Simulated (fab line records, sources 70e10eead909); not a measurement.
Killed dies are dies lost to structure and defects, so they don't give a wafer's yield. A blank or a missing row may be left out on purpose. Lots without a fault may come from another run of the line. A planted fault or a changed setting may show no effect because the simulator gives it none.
Chamber matching | flow nand_harc | NHARC_P_M2_ETCH_35 on rie_diel-01: 4 sister chambers
The step etches the open film in N2/H2, target depth 40 nm, overetch 12 nm, time 43.94 s. 7 wafers are shown with their chamber, then 7 later ones without.

WAFERS WITH THEIR CHAMBER
wafer  | chamber | showerhead_plenum_p_Torr (Torr) | rf_vpp_V (V)
L558.5 | 0       | 1.93                            | 427.6
L561.1 | 2       | 2.03                            | 429.1
L565.1 | 0       | 1.93                            | 427.3
L565.2 | 3       | 2.13                            | 432.2
L565.5 | 2       | 2.02                            | 428.2
L573.2 | 1       | 2.10                            | 432.5
L573.3 | 3       | 2.13                            | 431.8

WAFERS WITHOUT THEIR CHAMBER
wafer  | showerhead_plenum_p_Torr (Torr) | rf_vpp_V (V)
L573.6 | 1.93                            | 427.2
L576.1 | 2.02                            | 431.2
L576.3 | 2.13                            | 433.0
L576.6 | 1.93                            | 427.4
L579.2 | 2.09                            | 432.8
L579.4 | 2.02                            | 429.6
L579.5 | 1.93                            | 428.0

WHICH CHAMBER EACH WENT THROUGH
wafer  | from the rows above | in truth
L573.6 | 0                   | 0
L576.1 | 2                   | 2
L576.3 | 3                   | 3
L576.6 | 0                   | 0
L579.2 | 1                   | 1
L579.4 | 2                   | 2
L579.5 | 0                   | 0
Placed correctly: 7 of 7. Can't be placed from these rows: 0. Placed wrongly: 0.
How it was worked out, from the rows above alone: a wafer's distance from a chamber is the root of the sum, over the readings, of the square of ((its reading less the chamber's mean) divided by the reading's scatter). The wafer belongs to the nearest chamber; if the next one is less than 2 further off, it can't be placed. A chamber's mean is the mean of its shown wafers. The scatter: the root of (the sum of the squares of (reading less its chamber's mean) over the shown wafers, divided by (wafers less chambers)).
